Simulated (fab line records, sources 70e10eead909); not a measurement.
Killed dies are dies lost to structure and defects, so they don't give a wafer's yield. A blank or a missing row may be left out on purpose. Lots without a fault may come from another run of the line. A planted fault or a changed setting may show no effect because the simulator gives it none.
Which tool did it? | flow nand_harc | 11 lots, 33 wafers sampled, at 2 steps of a route of 1302

WHAT THE GAUGES READ, wafer by wafer
NHARC_A_CONTACT_INSPECT_71.
lot  | measured     | on                | raw_defect_count
L693 | day 22 10:50 | defect_inspect-02 | 67 72 73
L694 | day 22 20:13 | defect_inspect-01 | 104 107 98
L697 | day 24 15:55 | defect_inspect-01 | 114 115 106
L699 | day 25 03:30 | defect_inspect-02 | 73 90 80
L698 | day 25 11:38 | defect_inspect-01 | 103 131 130
L703 | day 26 02:07 | defect_inspect-01 | 80 80 71
L700 | day 26 07:07 | defect_inspect-02 | 76 81 97
L704 | day 27 12:01 | defect_inspect-01 | 124 121 135
L710 | day 29 07:55 | defect_inspect-01 | 935 61 63
L714 | day 31 00:26 | defect_inspect-01 | 97 126 880
L715 | day 31 15:22 | defect_inspect-01 | 91 93 91

WHICH TOOL RAN EACH LOT (tool, then ch and the chambers of the sampled wafers, then the start)
lot  | NHARC_A_CONTACT_DEP_58
L693 | pecvd-01 ch 0,1,2, day 22 10:02
L694 | pecvd-03 ch 0,1,2, day 22 19:22
L697 | pecvd-02 ch 0,1, day 24 15:08
L699 | pecvd-02 ch 0,1, day 25 02:43
L698 | pecvd-02 ch 0,2, day 25 10:48
L703 | pecvd-03 ch 0,1,2, day 26 01:19
L700 | pecvd-02 ch 0,1,2, day 26 06:25
L704 | pecvd-03 ch 0,1, day 27 11:13
L710 | pecvd-03 ch 0,1,2, day 29 07:05
L714 | pecvd-03 ch 0,1,2, day 30 23:38
L715 | pecvd-02 ch 0,1, day 31 14:32
- NHARC_A_CONTACT_DEP_58: deposits SiON, target thk 90 nm.

THE ANSWER, worked out from the rows above alone
Rule: what is usual is taken from the lots themselves. Put in order of their means at a reading, lots are off if they are a third of the lots or fewer, leave a main group of 4 or more, and stand apart from it by a gap of 3 or more times the standard deviation of the main group's means; of several such gaps the widest counts. A main group whose means are all the same, to the digits that the tables above print for the reading, isn't used. A lot without any number at a reading at which 4 lots or more have one is off too. The other lots that the step has rows for count as sound.
Off: L710, L714, at NHARC_A_CONTACT_INSPECT_71 (raw_defect_count). The main group: mean 96, standard deviation 19.
A tool fits if, at a process step before that reading, it ran every lot that is off, and no sound lot after the first of them. The gauges at NHARC_A_CONTACT_INSPECT_71 are tried like those tools. One fits: pecvd-03 at NHARC_A_CONTACT_DEP_58. Its last sound lot is L704 (day 27 11:13), its first lot that is off L710 (day 29 07:05): a fault that began between those two fits.

WHAT THE SIMULATOR HAD PUT IN
Chamber particle source: pecvd-03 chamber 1, from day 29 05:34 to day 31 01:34, at NHARC_A_CONTACT_DEP_58. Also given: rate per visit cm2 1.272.
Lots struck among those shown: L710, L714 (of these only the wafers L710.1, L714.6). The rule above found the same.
